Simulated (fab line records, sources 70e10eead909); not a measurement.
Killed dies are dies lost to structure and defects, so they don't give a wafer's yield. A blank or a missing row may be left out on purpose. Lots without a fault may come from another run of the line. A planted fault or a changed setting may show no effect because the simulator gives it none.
Chamber matching | flow nand_harc | NHARC_P_GATE_STRIP_108 on rie_diel-12: 4 sister chambers
The step strips in O2. 20 wafers are shown with their chamber, then 10 later ones without.

WAFERS WITH THEIR CHAMBER
wafer  | chamber | showerhead_plenum_p_Torr (Torr) | drypump_motor_current_A (A) | rf_vpp_V (V)
L425.3 | 0       | 3.72                            | 5.52                        | 58.4
L425.4 | 3       | 3.43                            | 5.40                        | 58.2
L425.5 | 2       | 3.43                            | 5.89                        | 58.3
L426.1 | 3       | 3.43                            | 5.43                        | 58.1
L426.2 | 2       | 3.43                            | 5.86                        | 58.0
L426.5 | 3       | 3.43                            | 5.44                        | 57.1
L428.1 | 0       | 3.71                            | 5.54                        | 58.2
L428.2 | 1       | 3.53                            | 5.77                        | 57.5
L428.3 | 3       | 3.42                            | 5.42                        | 57.4
L430.3 | 3       | 3.42                            | 5.45                        | 57.3
L430.4 | 0       | 3.71                            | 5.54                        | 59.4
L430.5 | 1       | 3.53                            | 5.84                        | 57.9
L436.2 | 2       | 3.42                            | 5.87                        | 56.9
L436.5 | 0       | 3.71                            | 5.53                        | 57.6
L436.6 | 1       | 3.52                            | 5.81                        | 58.8
L435.1 | 3       | 3.42                            | 5.50                        | 57.0
L435.4 | 1       | 3.52                            | 5.81                        | 58.8
L435.6 | 3       | 3.42                            | 5.44                        | 57.7
L439.3 | 1       | 3.52                            | 5.79                        | 57.6
L439.4 | 3       | 3.42                            | 5.42                        | 57.5

SIGNATURES (means of the wafers above)
reading                  | chamber 0 | chamber 1 | chamber 2 | chamber 3 | scatter within a chamber
showerhead_plenum_p_Torr | 3.7125    | 3.5240    | 3.4267    | 3.4238    | 0.0053
drypump_motor_current_A  | 5.5325    | 5.8040    | 5.8733    | 5.4375    | 0.0245
rf_vpp_V                 | 58.400    | 58.120    | 57.733    | 57.538    | 0.599
Rule: a wafer's distance from a chamber is the root of the sum, over the readings, of the square of ((its reading less the chamber's mean) divided by the reading's scatter). The wafer belongs to the nearest chamber; if the next one is less than 2 further off, it can't be placed. The scatter: the root of (the sum of the squares of (reading less its chamber's mean) over the shown wafers, divided by (wafers less chambers)).

WAFERS WITHOUT THEIR CHAMBER
wafer  | showerhead_plenum_p_Torr (Torr) | drypump_motor_current_A (A) | rf_vpp_V (V)
L439.6 | 3.42                            | 5.88                        | 56.9
L443.1 | 3.42                            | 5.44                        | 58.3
L443.2 | 3.70                            | 5.55                        | 58.8
L443.6 | 3.42                            | 5.45                        | 58.1
L442.1 | 3.70                            | 5.55                        | 58.1
L442.3 | 3.42                            | 5.45                        | 56.3
L442.6 | 3.42                            | 5.47                        | 56.9
L446.2 | 3.42                            | 5.44                        | 57.1
L446.3 | 3.51                            | 5.79                        | 59.5
L446.4 | 3.42                            | 5.88                        | 57.8

WHICH CHAMBER EACH WENT THROUGH
wafer  | from the rows above | in truth
L439.6 | 2                   | 2
L443.1 | 3                   | 3
L443.2 | 0                   | 0
L443.6 | 3                   | 3
L442.1 | 0                   | 0
L442.3 | 3                   | 3
L442.6 | 3                   | 3
L446.2 | 3                   | 3
L446.3 | 1                   | 1
L446.4 | 2                   | 2
Placed correctly: 10 of 10. Can't be placed from these rows: 0. Placed wrongly: 0.
